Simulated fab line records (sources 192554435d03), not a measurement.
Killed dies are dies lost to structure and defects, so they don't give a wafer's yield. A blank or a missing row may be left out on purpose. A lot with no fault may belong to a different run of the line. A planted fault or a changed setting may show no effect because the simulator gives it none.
Split-lot experiment + flow n5 finfet + 39 wafers read across 7 lots, on a route 1938 steps long

## ON THE SPLIT
At N5_FIN_SAQP_EXPOSE_13 (exposes mask FIN CORE, target cd 35.6 nm), the setting dose mj was moved away from the recipe's 63.25 on 12 of the 39 wafers read, by -2.5% to +7.8%. This setting was run at the recipe's value on the other wafers.

## FROM THE SPLIT TO THE READING: what the file shows between them, 2 steps
- N5_FIN_SAQP_PEB_14: peb time 60 s
- N5_FIN_SAQP_DEVELOP_15: develop time 30 s

## THE READING
cd nm, in nm, at N5_FIN_SAQP_CD_MEAS_16 (target cd 35.6 nm). Typical for fault-free wafers on this fab line: 35.50 nm, with standard deviation 0.27 nm.

| wafer  | tool, chamber at the split | dose mj as run | against the recipe | cd nm, nm | against lot-mates on the recipe |
|--------|----------------------------|----------------|--------------------|-----------|---------------------------------|
| L078.1 | arfi scanner-03, 0         | 63.25          | recipe             | 35.00     | -                               |
| L078.2 | arfi scanner-03, 0         | 63.25          | recipe             | 35.54     | -                               |
| L078.3 | arfi scanner-03, 0         | 63.25          | recipe             | 35.34     | -                               |
| L078.4 | arfi scanner-03, 0         | 63.25          | recipe             | 35.09     | -                               |
| L078.5 | arfi scanner-03, 0         | 63.25          | recipe             | 35.48     | -                               |
| L078.6 | arfi scanner-03, 0         | 63.25          | recipe             | 35.33     | -                               |
| L084.1 | arfi scanner-02, 0         | 63.25          | recipe             | 35.36     | -                               |
| L084.2 | arfi scanner-02, 0         | 63.25          | recipe             | 35.69     | -                               |
| L084.3 | arfi scanner-02, 0         | 63.25          | recipe             | 35.69     | -                               |
| L084.4 | arfi scanner-02, 0         | 63.25          | recipe             | 35.72     | -                               |
| L084.5 | arfi scanner-02, 0         | 63.25          | recipe             | 35.93     | -                               |
| L084.6 | arfi scanner-02, 0         | 63.25          | recipe             | 35.69     | -                               |
| L085.1 | arfi scanner-03, 0         | 63.25          | recipe             | 35.22     | -                               |
| L085.2 | arfi scanner-03, 0         | 61.67          | -2.5%              | 35.37     | +0.11                           |
| L085.3 | arfi scanner-03, 0         | 61.67          | -2.5%              | 36.11     | +0.85                           |
| L085.4 | arfi scanner-03, 0         | 63.25          | recipe             | 35.30     | -                               |
| L085.5 | arfi scanner-03, 0         | 61.67          | -2.5%              | 36.09     | +0.83                           |
| L085.6 | arfi scanner-03, 0         | 63.25          | recipe             | 35.25     | -                               |
| L087.2 | arfi scanner-02, 0         | 63.25          | recipe             | 36.14     | -                               |
| L087.3 | arfi scanner-02, 0         | 63.25          | recipe             | 35.66     | -                               |
| L087.5 | arfi scanner-02, 0         | 63.25          | recipe             | 35.73     | -                               |
| L088.1 | arfi scanner-03, 0         | 67.64          | +6.9%              | 34.17     | -1.54                           |
| L088.2 | arfi scanner-03, 0         | 63.25          | recipe             | 35.94     | -                               |
| L088.3 | arfi scanner-03, 0         | 63.25          | recipe             | 35.46     | -                               |
| L088.4 | arfi scanner-03, 0         | 67.64          | +6.9%              | 34.01     | -1.70                           |
| L088.5 | arfi scanner-03, 0         | 63.25          | recipe             | 35.72     | -                               |
| L088.6 | arfi scanner-03, 0         | 67.64          | +6.9%              | 33.83     | -1.88                           |
| L089.1 | arfi scanner-01, 0         | 65.85          | +4.1%              | 33.90     | -1.69                           |
| L089.2 | arfi scanner-01, 0         | 63.25          | recipe             | 35.49     | -                               |
| L089.3 | arfi scanner-01, 0         | 65.85          | +4.1%              | 34.16     | -1.43                           |
| L089.4 | arfi scanner-01, 0         | 63.25          | recipe             | 35.56     | -                               |
| L089.5 | arfi scanner-01, 0         | 63.25          | recipe             | 35.72     | -                               |
| L089.6 | arfi scanner-01, 0         | 65.85          | +4.1%              | 33.88     | -1.71                           |
| L091.1 | arfi scanner-01, 0         | 68.19          | +7.8%              | 33.43     | -2.23                           |
| L091.2 | arfi scanner-01, 0         | 68.19          | +7.8%              | 33.18     | -2.48                           |
| L091.3 | arfi scanner-01, 0         | 63.25          | recipe             | 35.63     | -                               |
| L091.4 | arfi scanner-01, 0         | 63.25          | recipe             | 35.51     | -                               |
| L091.5 | arfi scanner-01, 0         | 63.25          | recipe             | 35.84     | -                               |
| L091.6 | arfi scanner-01, 0         | 68.19          | +7.8%              | 33.11     | -2.55                           |

FIT RESULTS
A straight line over all 39 wafers: cd nm changes by -0.265 nm for each +1% of dose mj; r = -0.93; the points scatter about the line by 0.32 nm.
The same after taking each lot's own level away (the mean of its wafers on the recipe; 39 wafers): -0.29 nm for each +1%; r = -0.96; scatter 0.24 nm.
Per that fit: largest dose mj move, reading shift of 2.3 nm.
The lots' own levels span 35.257 to 35.843 nm, that is 2.2 times the standard deviation above.
Consequently the slope shifts little with the lot-to-lot level, the two slopes agreeing.
Check: with one of the wafers moved furthest among these (+7.8%) left out of the fit, the line predicts -2.31 nm for it against its lot-mates. Against them it came out at -2.23 nm.

## THE FILE'S OWN FIT
cd nm changes by -0.294 nm for each +1% of dose mj, r = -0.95.
